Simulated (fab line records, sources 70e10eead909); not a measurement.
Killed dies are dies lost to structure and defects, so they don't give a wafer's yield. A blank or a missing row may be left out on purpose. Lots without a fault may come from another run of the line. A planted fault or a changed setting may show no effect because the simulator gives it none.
fab line records | flow nand_harc
record lots=7 wafers=21 last_day=34
route steps=1302 shown A_STAIRCASE@728 END@1302
lots that met no fault: from a run of the same line without faults
start_h: hours from the record's first day to the start of the lot's first wafer shown | wait_h: hours since the lot's step before | " the same as in the row above | L1.1+2: a row that stands for several wafers | - no value, or no start given | * or withheld: withheld | < > ~ a bound
route shown NAME@n: a module of which the file shows steps, and the number in the route of the first | usual: mean/standard deviation of fault-free wafers | same: alike in all rows | chamber/n: place in a boat | sites: the reading at each site | _std_site: their standard deviation | _edge_site: outer sites' mean less inner sites' | radius_mm: how far each site lies from the wafer's centre | mask NAME#n: copy n | behind: the tool/chamber that last shaped the wafer | hold: why the lot was held/for how many hours/how that ended | device: the transistor (n, p or np) that didn't switch | end of line: the same wafers' tests at the end of the route | a step without rows: its recipe alone | killed: dies lost to structure and defects at the first sort, not the wafer's yield | map: a wafer's dies, x killed, . not, _ none there
set.NAME: the setting as run; set.NAME@STEP: as run at that earlier step | model.NAME: the simulator's own value behind a step, which no gauge read
lots at some steps of the route; a table a step, a row a wafer
services: from which hour (start_h, from the record's first day; less than 0 if before it) a tool's chamber was out of use, for how many hours, and why
## steps
# step NHARC_A_STAIRCASE_EXPOSE_214
# recipe na=0.5 dose_mj=31.26 mask_id=STAIR_3
# step NHARC_A_STAIRCASE_PEB_215
# recipe peb_temp_c=115 peb_time_s=130
# step NHARC_A_STAIRCASE_DEVELOP_216
# recipe time_s=140
# step NHARC_A_STAIRCASE_HARDBAKE_218
# recipe temp_c=120 time_s=140
# step NHARC_A_STAIRCASE_DESCUM_219
# recipe time_s=3 o2_flow_sccm=200 ar_flow_sccm=0 bias_power_w=0 chemistry=O2
# step NHARC_A_STAIRCASE_TRIM_220
# recipe time_s=211.2 o2_flow_sccm=500 ar_flow_sccm=0 bias_w=0 chemistry=O2
# step NHARC_A_STAIRCASE_ETCH_221
# recipe target_depth_a=1000 time_s=40.5 ion_energy_ev=400 c4f8_flow_sccm=20 o2_flow_sccm=10 ar_flow_sccm=withheld rf_w=600 bias_w=1000 chemistry=C4F8/O2
# usual oes_product_au=0.940/0.014 rf_fwd_power_W=592.1/2.9 rf_vpp_V=895/5.5
# columns lot.wafer tool chamber start_h wait_h oes_product_au rf_fwd_power_W rf_hours_counter_h rf_vpp_V
L541.2 rie_diel-11 2 - - 0.931 591.4 53 896
L541.1 " 3 " " 0.920 585.8 54 897
L541.6 " 1 " " 0.929 588.1 - 893
L545.3 rie_diel-11 3 - - 0.941 588.4 6 896
L545.2 " 0 " " 0.946 591.7 4 887
L545.4 " 1 " " 0.947 591.7 4 894
L548.2 rie_diel-13 2 - - 0.955 595.1 42 904
L548.3 " 3 " " 0.957 592.6 39 897
L548.6 " 0 " " 0.957 598.7 - 895
L549.4 rie_diel-11 3 - - 0.958 587.1 21 896
L549.5 " 2 " " 0.941 592.2 - 893
L549.6 " 3 " " 0.954 586.9 - 898
L550.2 rie_diel-13 3 - - 0.954 587.4 43 897
L550.3 " 0 " " 0.968 594.9 42 895
L550.6 " 2 " " 0.941 592.8 - 905
L551.2 rie_diel-08 0 - - 0.960 595.4 49 904
L551.1 " 1 " " 0.960 594.0 49 892
L551.4 " 2 " " 0.950 594.5 46 897
L559.4 rie_diel-13 1 - - 0.947 587.6 22 887
L559.3 " 3 " " 0.917 593.6 15 897
L559.6 " 2 " " 0.935 595.2 - 904
# step NHARC_A_STAIRCASE_TRIM_222
# recipe time_s=211.2 o2_flow_sccm=500 ar_flow_sccm=0 bias_w=0 chemistry=O2
# usual chamber_pressure_mTorr=60.00/0.065 drypump_motor_current_A=6.0/0.5 oes_product_au=1.001/0.0095 rf_vpp_V=57.8/0.91 showerhead_plenum_p_Torr=3.52/0.15 throttle_valve_pct=17.036/0.0092
# same bias_w=0
# columns lot.wafer tool chamber start_h wait_h chamber_pressure_mTorr drypump_motor_current_A oes_product_au rf_hours_counter_h rf_vpp_V showerhead_plenum_p_Torr throttle_valve_pct
L541.1 rie_diel-11 0 - - 59.96 6.2 0.988 53 57.8 3.31 17.034
L541.2 " 1 " " 60.01 6.2 0.995 53 57.5 3.44 17.037
L541.6 " 0 " " 59.97 6.2 0.991 - 58.2 3.31 17.042
L545.2 rie_diel-11 3 - - 59.97 6.1 0.998 6 58.5 3.56 17.031
L545.4 " 1 " " 60.02 6.2 0.994 4 57.5 3.44 17.020
L545.3 " 2 " " 60.05 6.5 1.001 6 57.7 3.47 17.035
L548.2 rie_diel-13 0 - - 60.04 5.1 0.991 36 57.9 3.49 17.056
L548.3 " 1 " " 59.92 6.7 0.991 43 56.1 3.31 17.030
L548.6 " 3 " " 59.93 5.9 1.001 - 59.1 3.56 17.047
L549.4 rie_diel-11 0 - - 60.02 6.2 1.002 18 58.0 3.30 17.040
L549.6 " 0 " " 60.08 6.2 0.992 - 57.4 3.30 17.021
L549.5 " 1 " " 59.94 6.2 1.003 - 56.4 3.43 17.044
L550.2 rie_diel-13 1 - - 60.05 6.6 0.993 49 56.9 3.31 17.035
L550.3 " 3 " " 60.06 5.8 1.002 43 58.0 3.56 17.031
L550.6 " 2 " " 59.98 6.0 1.007 - 58.1 3.78 17.044
L551.2 rie_diel-08 1 - - 60.02 6.5 1.001 49 58.1 3.43 17.039
L551.4 " 3 " " 60.09 6.3 0.995 47 59.1 3.75 17.029
L551.1 " 0 " " 60.05 4.8 1.011 49 58.4 3.78 17.031
L559.4 rie_diel-13 3 - - 59.91 5.9 0.997 15 56.5 3.55 17.037
L559.3 " 0 " " 60.04 5.1 0.987 21 58.3 3.48 17.041
L559.6 " 3 " " 60.05 5.8 0.986 - 57.6 3.55 17.039
# step NHARC_A_STAIRCASE_ETCH_223
# recipe target_depth_a=1000 time_s=40.5 ion_energy_ev=400 c4f8_flow_sccm=20 o2_flow_sccm=10 ar_flow_sccm=withheld rf_w=600 bias_w=1000 chemistry=C4F8/O2
# step NHARC_A_STAIRCASE_TRIM_224
# recipe time_s=211.2 o2_flow_sccm=500 ar_flow_sccm=0 bias_w=0 chemistry=O2
# usual chamber_pressure_mTorr=60.00/0.052 drypump_motor_current_A=6.0/0.49 oes_product_au=0.998/0.0085 rf_vpp_V=57.7/0.89 showerhead_plenum_p_Torr=3.52/0.16 throttle_valve_pct=17.037/0.0092
# same bias_w=0
# columns lot.wafer tool chamber start_h wait_h chamber_pressure_mTorr drypump_motor_current_A oes_product_au rf_hours_counter_h rf_vpp_V showerhead_plenum_p_Torr throttle_valve_pct
L541.1 rie_diel-11 3 - - 59.95 6.1 1.002 54 57.3 3.57 17.039
L541.2 " 1 " " 59.98 6.2 1.004 53 58.0 3.44 17.041
L541.6 " 3 " " 60.02 6.1 0.993 - 58.0 3.57 17.027
L545.3 rie_diel-11 2 - - 60.02 6.6 0.997 6 58.1 3.47 17.044
L545.2 " 3 " " 59.96 6.1 0.997 6 58.7 3.56 17.044
L545.4 " 1 " " 60.03 6.2 0.990 4 57.7 3.44 17.031
L548.2 rie_diel-13 0 - - 59.92 5.1 0.995 36 57.9 3.49 17.042
L548.3 " 1 " " 60.00 6.7 0.986 43 56.5 3.31 17.033
L548.6 " 0 " " 59.98 5.1 0.993 - 56.0 3.49 17.042
L549.4 rie_diel-11 0 - - 60.06 6.2 0.991 18 57.2 3.30 17.044
L549.5 " 0 " " 60.06 6.2 0.984 - 57.3 3.30 17.032
L549.6 " 1 " " 60.01 6.2 0.994 - 57.8 3.43 17.045
L550.2 rie_diel-13 2 - - 60.08 6.0 0.984 47 57.8 3.78 17.041
L550.3 " 3 " " 59.94 5.8 0.998 43 57.8 3.56 17.030
L550.6 " 2 " " 59.93 6.0 1.009 - 59.2 3.78 17.038
L551.2 rie_diel-08 2 - - 59.96 5.5 0.984 46 57.9 3.54 17.050
L551.4 " 3 " " 60.04 6.3 0.992 48 58.6 3.75 17.053
L551.1 " 0 " " 60.02 4.9 1.003 49 57.3 3.78 17.032
L559.3 rie_diel-13 1 - - 59.90 6.7 1.005 23 57.3 3.29 17.046
L559.4 " 2 " " 60.01 6.0 0.998 21 58.8 3.77 17.030
L559.6 " 1 " " 59.97 6.7 1.000 - 57.4 3.29 17.037
# step NHARC_A_STAIRCASE_ETCH_225
# recipe target_depth_a=1000 time_s=40.5 ion_energy_ev=400 c4f8_flow_sccm=20 o2_flow_sccm=10 ar_flow_sccm=withheld rf_w=600 bias_w=1000 chemistry=C4F8/O2
# usual oes_product_au=0.942/0.01 rf_fwd_power_W=593/3.1 rf_vpp_V=896/5.7
# columns lot.wafer tool chamber start_h wait_h oes_product_au rf_fwd_power_W rf_hours_counter_h rf_vpp_V
L541.1 rie_diel-11 0 - - 0.936 592 53 888
L541.2 " 1 " " 0.948 595 53 894
L541.6 " 3 " " 0.937 589 - 896
L545.3 rie_diel-11 3 - - 0.935 586 6 897
L545.4 " 0 " " 0.951 592 4 888
L545.2 " 1 " " 0.941 589 4 893
L548.3 rie_diel-13 3 - - 0.933 592 39 895
L548.2 " 0 " " 0.944 594 36 895
L548.6 " 2 " " 0.954 595 - 904
L549.4 rie_diel-11 0 - - 0.936 593 18 887
L549.5 " 1 " " 0.945 588 - 892
L549.6 " 2 " " 0.942 594 - 894
L550.2 rie_diel-13 0 - - 0.943 593 42 896
L550.3 " 2 " " 0.949 596 47 904
L550.6 " 0 " " 0.948 591 - 893
L551.1 rie_diel-08 0 - - 0.951 596 49 904
L551.4 " 1 " " 0.943 595 49 893
L551.2 " 2 " " 0.941 591 46 897
L559.3 rie_diel-13 2 - - 0.944 596 21 904
L559.4 " 0 " " 0.925 594 22 893
L559.6 " 2 " " 0.938 593 - 905
# step NHARC_A_STAIRCASE_TRIM_226
# recipe time_s=211.2 o2_flow_sccm=500 ar_flow_sccm=0 bias_w=0 chemistry=O2
# usual bias_w=0/0 chamber_pressure_mTorr=60.00/0.056 drypump_motor_current_A=6.1/0.52 oes_product_au=1.000/0.0085 rf_vpp_V=57.8/0.94 showerhead_plenum_p_Torr=3.52/0.16 throttle_valve_pct=17.038/0.0086
# columns lot.wafer tool chamber start_h wait_h bias_w chamber_pressure_mTorr drypump_motor_current_A oes_product_au rf_hours_counter_h rf_vpp_V showerhead_plenum_p_Torr throttle_valve_pct
L541.1 rie_diel-11 1 418.19 - 0 60.06 6.2 1.000 53 58.1 3.44 17.039
L541.2 " 0 " " 0 60.00 6.2 1.001 53 56.4 3.31 17.037
L541.6 " 1 " " 0 60.03 6.2 0.995 - 57.8 3.44 17.049
L545.2 rie_diel-11 2 463.40 - 0 60.09 6.6 0.992 6 59.1 3.47 17.030
L545.4 " 3 " " 0 60.11 6.1 1.003 6 57.4 3.56 17.055
L545.3 " 0 " " 0 59.91 6.2 1.003 4 58.0 3.31 17.035
L548.2 rie_diel-13 2 493.72 - - - - - - - - -
L548.3 " 3 " " - - - - - - - -
L548.6 " 0 " " - - - - - - - -
L549.4 rie_diel-11 0 508.73 - - - - - - - - -
L549.5 " 1 " " - - - - - - - -
L549.6 " 2 " " - - - - - - - -
L550.2 rie_diel-13 1 509.66 - - - - - - - - -
L550.3 " 0 " " - - - - - - - -
L550.6 " 2 " " - - - - - - - -
L551.1 rie_diel-08 3 519.41 - 0 60.10 6.3 0.984 48 59.7 3.75 17.057
L551.4 " 0 " " 0 59.92 4.9 1.006 49 58.9 3.78 17.042
L551.2 " 1 " " 0 60.02 6.5 0.998 49 57.5 3.43 17.037
L559.3 rie_diel-13 1 592.90 - 0 60.05 6.6 1.016 23 59.3 3.29 17.030
L559.4 " 3 " " 0 60.05 5.8 0.999 16 58.1 3.55 17.023
L559.6 " 1 " " 0 60.00 6.7 1.012 - 59.3 3.29 17.043
# step NHARC_A_STAIRCASE_ETCH_227
# recipe target_depth_a=1000 time_s=40.5 ion_energy_ev=400 c4f8_flow_sccm=20 o2_flow_sccm=10 ar_flow_sccm=withheld rf_w=600 bias_w=1000 chemistry=C4F8/O2
# usual oes_product_au=0.944/0.015 rf_fwd_power_W=592.4/3 rf_vpp_V=895/5.3
# columns lot.wafer tool chamber start_h wait_h oes_product_au rf_fwd_power_W rf_hours_counter_h rf_vpp_V
L541.1 rie_diel-11 2 - - 0.950 592.1 54 894
L541.2 " 1 " " 0.938 591.6 53 894
L541.6 " 3 " " 0.952 589.3 - 898
L545.4 rie_diel-11 1 - - 0.939 592.3 4 892
L545.3 " 3 " " 0.945 587.5 6 897
L545.2 " 0 " " 0.943 592.7 4 888
L548.2 rie_diel-13 0 - - 0.926 594.4 36 895
L548.3 " 1 " " 0.935 592.5 43 888
L548.6 " 3 " " 0.950 590.0 - 896
L549.4 rie_diel-11 2 - - 0.938 593.4 22 894
L549.6 " 1 " " 0.937 588.3 - 893
L549.5 " 2 " " 0.934 591.5 - 892
L550.3 rie_diel-13 2 - - 0.942 598.3 47 905
L550.2 " 3 " " 0.960 591.3 44 898
L550.6 " 1 " " 0.932 588.7 - 887
L551.2 rie_diel-08 0 - - 0.929 596.8 49 905
L551.1 " 1 " " 0.932 591.2 49 893
L551.4 " 2 " " 0.943 590.5 46 896
L559.4 rie_diel-13 0 - - 0.931 593.0 22 894
L559.3 " 1 " " 0.954 589.6 23 887
L559.6 " 3 " " 0.941 591.3 - 897
# step NHARC_END_SORT_01
# recipe temp_c=25
# usual killed_at_array=55/17 killed_at_other=1.1/1.6 killed_at_periphery=3.8/2.5 killed_dies=60/18 killed_open=3.3/1.9 killed_short=2.5/1.7
# same gross_dies=677
# columns lot.wafer tool chamber start_h wait_h hold killed_at_array killed_at_other killed_at_periphery killed_dies killed_open killed_short
L541.1 prober-02 0 624.47 2.5 - 68 1 1 70 0 4
L541.2 prober-02 0 625.27 2.8 - 72 0 2 74 2 0
L541.6 prober-02 0 628.48 4.0 - 64 1 1 66 3 4
L545.2 prober-02 0 660.57 2.8 - 16 3 0 19 3 2
L545.3 prober-02 0 661.36 3.1 - 9 4 6 19 1 1
L545.4 prober-02 0 662.14 3.3 - 16 1 4 21 2 2
L548.2 prober-02 0 687.67 2.8 await_dispo/1.5h/scrap 671 1 5 677 2 4
L548.3 prober-02 0 688.48 3.1 await_dispo/1.5h/scrap 672 3 2 677 4 3
L548.6 prober-02 0 690.90 4.0 await_dispo/1.5h/scrap 667 3 7 677 3 2
L550.2 prober-01 0 704.35 2.8 await_dispo/1.9h/scrap 666 3 8 677 1 7
L550.3 prober-01 0 705.13 3.1 await_dispo/1.9h/scrap 674 0 3 677 4 2
L550.6 prober-01 0 707.48 3.9 await_dispo/1.9h/scrap 675 1 1 677 4 1
L549.4 prober-02 0 717.94 3.4 await_dispo/4.5h/scrap 673 0 4 677 1 3
L549.5 prober-02 0 718.74 3.7 await_dispo/4.5h/scrap 672 0 5 677 6 2
L549.6 prober-02 0 719.54 4.0 await_dispo/4.5h/scrap 670 0 7 677 3 3
L551.1 prober-01 0 719.08 2.5 - 57 1 1 59 5 3
L551.2 prober-01 0 719.88 2.8 - 48 0 5 53 3 3
L551.4 prober-01 0 721.48 3.4 - 48 1 7 56 7 1
L559.3 prober-02 0 802.06 3.1 - 40 1 2 43 1 4
L559.4 prober-02 0 802.86 3.4 - 59 0 3 62 3 1
L559.6 prober-02 0 804.46 4.0 - 42 0 3 45 2 2
# killed by level:class
L541.1 A_CHANNEL_HOLE_D1:chamber_film_flake=31 A_SLIT:chamber_film_flake=18 A_DECK1_JOINT:chamber_film_flake=5 A_CHANNEL_HOLE_D2:chamber_film_flake=5 A_STAIRCASE:chamber_film_flake=2 A_BLC:chamber_film_flake=2 A_CHANNEL_FILL_D1:geometric_particle:short=1 A_DECK1_JOINT:geometric_particle:short=1
L541.2 A_CHANNEL_HOLE_D1:chamber_film_flake=27 A_SLIT:chamber_film_flake=27 A_CHANNEL_HOLE_D2:chamber_film_flake=7 A_BLC:chamber_film_flake=3 P_ZERO_WELL:chamber_film_flake=2 A_DECK1_JOINT:chamber_film_flake=2 A_CHANNEL_HOLE_D1:geometric_particle:open=1 A_M0:geometric_particle:open=1
L541.6 A_CHANNEL_HOLE_D1:chamber_film_flake=30 A_SLIT:chamber_film_flake=13 A_CHANNEL_HOLE_D2:chamber_film_flake=9 A_STAIRCASE:chamber_film_flake=3 P_M1:geometric_particle:open=1 A_SOURCE_PLATE:geometric_particle:open=1 A_ONON_D1:geometric_particle:open=1 A_ONON_D1:geometric_particle:short=1
L545.2 A_CHANNEL_HOLE_D1:chamber_film_flake=3 A_SLIT:chamber_film_flake=3 A_CONTACT:chamber_film_flake=3 THIN_TSV:chamber_film_flake=3 A_ONON_D1:geometric_particle:open=1 A_DECK1_JOINT:geometric_particle:short=1 A_ONON_D2:geometric_particle:short=1 A_ONON_D2:geometric_particle:open=1
L545.3 THIN_TSV:chamber_film_flake=4 P_ZERO_WELL:chamber_film_flake=3 P_M1:chamber_film_flake=3 A_CHANNEL_HOLE_D1:chamber_film_flake=2 A_CHANNEL_HOLE_D2:chamber_film_flake=2 A_CONTACT:chamber_film_flake=2 A_DECK1_JOINT:geometric_particle:open=1 A_ONON_D2:geometric_particle:short=1
L545.4 A_CONTACT:chamber_film_flake=4 A_CHANNEL_HOLE_D1:chamber_film_flake=3 A_SLIT:chamber_film_flake=2 A_WL_FILL:chamber_film_flake=2 P_M0:geometric_particle:short=1 A_STAIRCASE:geometric_particle:short=1 A_CONTACT:geometric_particle:open=1 A_M1:geometric_particle:open=1
L548.2 A_STAIRCASE:area_trim=615 A_CHANNEL_HOLE_D2:chamber_film_flake=27 A_SLIT:chamber_film_flake=13 P_CONTACT:chamber_film_flake=3 A_WL_FILL:geometric_particle:short=2 A_CHANNEL_HOLE_D1:chamber_film_flake=2 A_DECK1_JOINT:chamber_film_flake=2 A_STAIRCASE:chamber_film_flake=2
L548.3 A_STAIRCASE:area_trim=618 A_CHANNEL_HOLE_D2:chamber_film_flake=25 A_SLIT:chamber_film_flake=9 A_CHANNEL_HOLE_D1:chamber_film_flake=6 A_CONTACT:chamber_film_flake=3 A_SGD_CUT:chamber_film_flake=2 A_M0:chamber_film_flake=2 THIN_TSV:chamber_film_flake=2
L548.6 A_STAIRCASE:area_trim=622 A_SLIT:chamber_film_flake=12 A_CHANNEL_HOLE_D2:chamber_film_flake=11 A_CONTACT:chamber_film_flake=9 A_CHANNEL_HOLE_D1:chamber_film_flake=4 P_ZERO_WELL:chamber_film_flake=3 THIN_TSV:chamber_film_flake=3 A_SGD_CUT:chamber_film_flake=2
L550.2 A_STAIRCASE:area_trim=620 A_SLIT:chamber_film_flake=18 A_CHANNEL_HOLE_D1:chamber_film_flake=11 P_M2:chamber_film_flake=3 A_WL_FILL:chamber_film_flake=3 THIN_TSV:chamber_film_flake=3 A_WL_FILL:geometric_particle:short=2 P_GATE:chamber_film_flake=2
L550.3 A_STAIRCASE:area_trim=633 A_SLIT:chamber_film_flake=19 A_CONTACT:chamber_film_flake=6 A_CHANNEL_FILL_D2:chamber_film_flake=5 P_M2:chamber_film_flake=2 A_STAIRCASE:chamber_film_flake=2 P_M1:geometric_particle:open=1 A_ONON_D2:geometric_particle:open=1
L550.6 A_STAIRCASE:area_trim=640 A_SLIT:chamber_film_flake=14 A_CHANNEL_HOLE_D1:chamber_film_flake=7 A_CHANNEL_FILL_D2:chamber_film_flake=4 A_CHANNEL_FILL_D2:geometric_particle:open=2 A_CONTACT:chamber_film_flake=2 A_ONON_D1:geometric_particle:open=1 A_DECK1_JOINT:geometric_particle:short=1
L549.4 A_STAIRCASE:area_trim=614 A_CHANNEL_HOLE_D1:chamber_film_flake=35 A_CHANNEL_HOLE_D2:chamber_film_flake=11 A_STAIRCASE:chamber_film_flake=3 A_CONTACT:chamber_film_flake=3 P_GATE:chamber_film_flake=2 A_SGD_CUT:geometric_particle:short=2 P_STI:chamber_film_flake=2
L549.5 A_STAIRCASE:area_trim=614 A_CHANNEL_HOLE_D1:chamber_film_flake=28 A_CHANNEL_HOLE_D2:chamber_film_flake=14 A_SLIT:chamber_film_flake=6 P_M2:chamber_film_flake=3 A_CONTACT:chamber_film_flake=3 A_BLC:geometric_particle:open=2 P_CONTACT:geometric_particle:open=1
L551.1 A_CHANNEL_HOLE_D1:chamber_film_flake=34 A_CONTACT:chamber_film_flake=7 A_BONDPAD:chamber_film_flake=3 A_M0:geometric_particle:open=2 A_ZERO_WELL:chamber_film_flake=2 A_STAIRCASE:chamber_film_flake=2 A_DECK1_JOINT:geometric_particle:open=1 A_ONON_D2:geometric_particle:short=1
L549.6 A_STAIRCASE:area_trim=597 A_CHANNEL_HOLE_D1:chamber_film_flake=31 A_CHANNEL_HOLE_D2:chamber_film_flake=22 A_CONTACT:chamber_film_flake=7 P_M2:chamber_film_flake=5 A_DECK1_JOINT:chamber_film_flake=3 A_SLIT:chamber_film_flake=3 A_ONON_D1:geometric_particle:open=2
L551.2 A_CHANNEL_HOLE_D1:chamber_film_flake=28 A_CONTACT:chamber_film_flake=5 A_SLIT:chamber_film_flake=4 P_ZERO_WELL:chamber_film_flake=3 A_BONDPAD:chamber_film_flake=3 A_CHANNEL_FILL_D1:chamber_film_flake=2 P_STI:geometric_particle:open=1 P_M0:geometric_particle:short=1
L551.4 A_CHANNEL_HOLE_D1:chamber_film_flake=26 A_CONTACT:chamber_film_flake=4 A_SLIT:chamber_film_flake=3 A_STAIRCASE:chamber_film_flake=3 A_DECK1_JOINT:geometric_particle:open=2 P_ZERO_WELL:chamber_film_flake=2 P_M2:chamber_film_flake=2 A_WL_FILL:chamber_film_flake=2
L559.3 A_CHANNEL_HOLE_D2:chamber_film_flake=11 A_CHANNEL_HOLE_D1:chamber_film_flake=10 A_CONTACT:chamber_film_flake=8 A_SLIT:chamber_film_flake=4 A_BLC:chamber_film_flake=2 P_GATE:geometric_particle:short=1 P_M0:geometric_particle:short=1 A_CHANNEL_FILL_D1:geometric_particle:short=1
L559.4 A_CHANNEL_HOLE_D2:chamber_film_flake=25 A_CHANNEL_HOLE_D1:chamber_film_flake=14 A_SLIT:chamber_film_flake=6 A_CONTACT:chamber_film_flake=5 A_BLC:chamber_film_flake=4 A_ZERO_WELL:chamber_film_flake=2 P_M0:geometric_particle:open=1 P_M2:geometric_particle:open=1
L559.6 A_CHANNEL_HOLE_D2:chamber_film_flake=16 A_SLIT:chamber_film_flake=9 A_CONTACT:chamber_film_flake=7 A_CHANNEL_HOLE_D1:chamber_film_flake=6 P_STI:geometric_particle:short=1 P_M0:geometric_particle:open=1 A_ONON_D2:geometric_particle:open=1 A_BLC:geometric_particle:short=1
# map L548.2 (x killed, . not)
____________x____________
_________xxxxxxx_________
_______xxxxxxxxxxx_______
______xxxxxxxxxxxxx______
_____xxxxxxxxxxxxxxx_____
____xxxxxxxxxxxxxxxxx____
____xxxxxxxxxxxxxxxxx____
___xxxxxxxxxxxxxxxxxxx___
___xxxxxxxxxxxxxxxxxxx___
__xxxxxxxxxxxxxxxxxxxxx__
__xxxxxxxxxxxxxxxxxxxxx__
_xxxxxxxxxxxxxxxxxxxxxxx_
_xxxxxxxxxxxxxxxxxxxxxxx_
_xxxxxxxxxxxxxxxxxxxxxxx_
_xxxxxxxxxxxxxxxxxxxxxxx_
_xxxxxxxxxxxxxxxxxxxxxxx_
xxxxxxxxxxxxxxxxxxxxxxxxx
xxxxxxxxxxxxxxxxxxxxxxxxx
xxxxxxxxxxxxxxxxxxxxxxxxx
xxxxxxxxxxxxxxxxxxxxxxxxx
xxxxxxxxxxxxxxxxxxxxxxxxx
_xxxxxxxxxxxxxxxxxxxxxxx_
_xxxxxxxxxxxxxxxxxxxxxxx_
_xxxxxxxxxxxxxxxxxxxxxxx_
_xxxxxxxxxxxxxxxxxxxxxxx_
_xxxxxxxxxxxxxxxxxxxxxxx_
__xxxxxxxxxxxxxxxxxxxxx__
__xxxxxxxxxxxxxxxxxxxxx__
___xxxxxxxxxxxxxxxxxxx___
___xxxxxxxxxxxxxxxxxxx___
____xxxxxxxxxxxxxxxxx____
____xxxxxxxxxxxxxxxxx____
_____xxxxxxxxxxxxxxx_____
______xxxxxxxxxxxxx______
_______xxxxxxxxxxx_______
_________xxxxxxx_________
____________x____________
# map L549.4 (x killed, . not)
____________x____________
_________xxxxxxx_________
_______xxxxxxxxxxx_______
______xxxxxxxxxxxxx______
_____xxxxxxxxxxxxxxx_____
____xxxxxxxxxxxxxxxxx____
____xxxxxxxxxxxxxxxxx____
___xxxxxxxxxxxxxxxxxxx___
___xxxxxxxxxxxxxxxxxxx___
__xxxxxxxxxxxxxxxxxxxxx__
__xxxxxxxxxxxxxxxxxxxxx__
_xxxxxxxxxxxxxxxxxxxxxxx_
_xxxxxxxxxxxxxxxxxxxxxxx_
_xxxxxxxxxxxxxxxxxxxxxxx_
_xxxxxxxxxxxxxxxxxxxxxxx_
_xxxxxxxxxxxxxxxxxxxxxxx_
xxxxxxxxxxxxxxxxxxxxxxxxx
xxxxxxxxxxxxxxxxxxxxxxxxx
xxxxxxxxxxxxxxxxxxxxxxxxx
xxxxxxxxxxxxxxxxxxxxxxxxx
xxxxxxxxxxxxxxxxxxxxxxxxx
_xxxxxxxxxxxxxxxxxxxxxxx_
_xxxxxxxxxxxxxxxxxxxxxxx_
_xxxxxxxxxxxxxxxxxxxxxxx_
_xxxxxxxxxxxxxxxxxxxxxxx_
_xxxxxxxxxxxxxxxxxxxxxxx_
__xxxxxxxxxxxxxxxxxxxxx__
__xxxxxxxxxxxxxxxxxxxxx__
___xxxxxxxxxxxxxxxxxxx___
___xxxxxxxxxxxxxxxxxxx___
____xxxxxxxxxxxxxxxxx____
____xxxxxxxxxxxxxxxxx____
_____xxxxxxxxxxxxxxx_____
______xxxxxxxxxxxxx______
_______xxxxxxxxxxx_______
_________xxxxxxx_________
____________x____________
## services
# columns tool chamber start_h hours kind
rie_diel-13 0 400.36 - clean
rie_diel-13 1 400.36 - clean
rie_diel-13 2 400.36 - clean
rie_diel-13 3 400.36 - clean
rie_diel-11 0 415.01 - clean
rie_diel-11 1 415.01 - clean
rie_diel-11 2 415.01 - clean
rie_diel-11 3 415.01 - clean
rie_diel-13 0 424.86 - clean
rie_diel-13 1 424.86 - clean
rie_diel-13 2 424.86 - clean
rie_diel-13 3 424.86 - clean
rie_diel-11 0 435.20 3.0 repair
rie_diel-11 - 435.99 9.0 pm
rie_diel-11 1 435.99 9.0 vent_cycle
rie_diel-08 0 462.37 9.5 repair
rie_diel-13 0 471.12 7.6 repair
rie_diel-11 0 485.74 1.2 repair
rie_diel-13 - 519.35 9.0 pm
rie_diel-08 - 544.93 9.0 pm
rie_diel-08 1 558.67 8.7 repair
rie_diel-13 3 570.33 8.1 repair
rie_diel-08 - 586.61 0.7 repair
rie_diel-11 1 592.30 20.3 repair
## key
first_sign step=NHARC_A_STAIRCASE_TRIM_226 reading=tool_record direction=missing
effect step=NHARC_END_SORT_01 reading=killed_at_array direction=up sigmas=35 usual=55 struck=671
more_kills_born_at NHARC_A_STAIRCASE_TRIM_226@rie_diel-13=3743 NHARC_A_STAIRCASE_TRIM_226@rie_diel-11=1823
met_at NHARC_A_STAIRCASE_TRIM_226
struck_wafers L548.2,L548.3,L548.6,L549.4,L549.5,L549.6,L550.2,L550.3,L550.6
later_rows_left_out L548.2,L548.3,L548.6,L549.4,L549.5,L549.6,L550.2,L550.3,L550.6
tester_left_out L548,L549,L550
onset_between 463.40 493.72
fault kind=skipped_step_whole tool=rie_diel-11,rie_diel-13 chamber=- onset_h=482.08 steps=NHARC_A_STAIRCASE_TRIM_226 scope=struck_lots_only
# tester_left_out: of these lots the tester's yield and bins aren't shown, on N5 and GAA mostly nor the transistor test; their killed dies are dies lost to structure and defects alone, not to doping, threshold or leakage, so they don't give the yield
# later_rows_left_out: the simulator's readings of these wafers behind a module that went badly wrong aren't trusted and aren't shown, but for the sort
